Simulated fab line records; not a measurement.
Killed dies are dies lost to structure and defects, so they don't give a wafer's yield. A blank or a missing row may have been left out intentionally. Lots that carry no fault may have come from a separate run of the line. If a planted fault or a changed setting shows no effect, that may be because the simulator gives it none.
Matching of chambers | flow n5 finfet | N5_BEOL_M12_ETCH_68 on rie diel-01: 3 sister chambers
The step etches SOC in N2/H2, time 285 s. 18 wafers are shown with their chamber, then 8 later ones without.

## WAFERS, EACH WITH ITS CHAMBER
wafer  | chamber | drypump motor current A (A) | throttle valve pct (%) | showerhead plenum p Torr (Torr)
L075.1 | 1       | 5.7                         | 18.11                  | 2.71
L075.4 | 3       | 5.7                         | 18.15                  | 2.54
L075.6 | 2       | 5.2                         | 17.53                  | 2.57
L077.4 | 2       | 5.2                         | 17.53                  | 2.57
L077.5 | 2       | 5.2                         | 17.54                  | 2.57
L077.6 | 3       | 5.8                         | 18.15                  | 2.54
L076.3 | 3       | 5.7                         | 18.17                  | 2.54
L076.4 | 1       | 5.7                         | 18.12                  | 2.70
L076.5 | 2       | 5.2                         | 17.52                  | 2.57
L086.3 | 2       | 5.2                         | 17.57                  | 2.56
L086.4 | 3       | 5.7                         | 18.20                  | 2.53
L086.6 | 2       | 5.2                         | 17.58                  | 2.56
L089.2 | 3       | 5.7                         | 18.20                  | 2.53
L089.4 | 2       | 5.2                         | 17.58                  | 2.56
L089.5 | 3       | 5.7                         | 18.21                  | 2.53
L090.1 | 1       | 5.7                         | 18.17                  | 2.69
L090.2 | 2       | 5.2                         | 17.60                  | 2.55
L090.3 | 3       | 5.7                         | 18.20                  | 2.53

SIGNATURES (averages over the wafers above)
reading                  | chamber 1 | chamber 2 | chamber 3 | scatter within a chamber
drypump motor current A  | 5.700     | 5.200     | 5.714     | 0.0239
throttle valve pct       | 18.1333   | 17.5562   | 18.1829   | 0.0285
showerhead plenum p Torr | 2.7000    | 2.5637    | 2.5343    | 0.00711
Rule: for a wafer and a chamber, the distance is found by dividing, reading by reading, the gap between the wafer's reading and the chamber's mean by the reading's scatter, squaring, summing and taking the root. The wafer belongs to the nearest chamber; if the next one is less than 2 further off, it can't be placed. How the scatter is found: for the shown wafers, subtract from each reading the mean of its chamber, square and add these, divide the total by (wafers less chambers), then take the root.

## WAFERS WITHOUT THEIR CHAMBER
wafer  | drypump motor current A (A) | throttle valve pct (%) | showerhead plenum p Torr (Torr)
L091.1 | 5.7                         | 18.18                  | 2.69
L091.5 | 5.7                         | 18.19                  | 2.69
L091.6 | 5.2                         | 17.60                  | 2.55
L094.2 | 5.2                         | 17.61                  | 2.55
L094.5 | 5.7                         | 18.25                  | 2.52
L092.1 | 5.7                         | 18.25                  | 2.52
L092.3 | 5.7                         | 18.19                  | 2.69
L092.4 | 5.2                         | 17.63                  | 2.55

## THE CHAMBER EACH PASSED THROUGH
wafer  | from the rows above | in truth
L091.1 | 1                   | 1
L091.5 | 1                   | 1
L091.6 | 2                   | 2
L094.2 | 2                   | 2
L094.5 | 3                   | 3
L092.1 | 3                   | 3
L092.3 | 1                   | 1
L092.4 | 2                   | 2
Correct placement for 8 of the 8. Not placeable from these rows: 0. Number placed wrongly: 0.
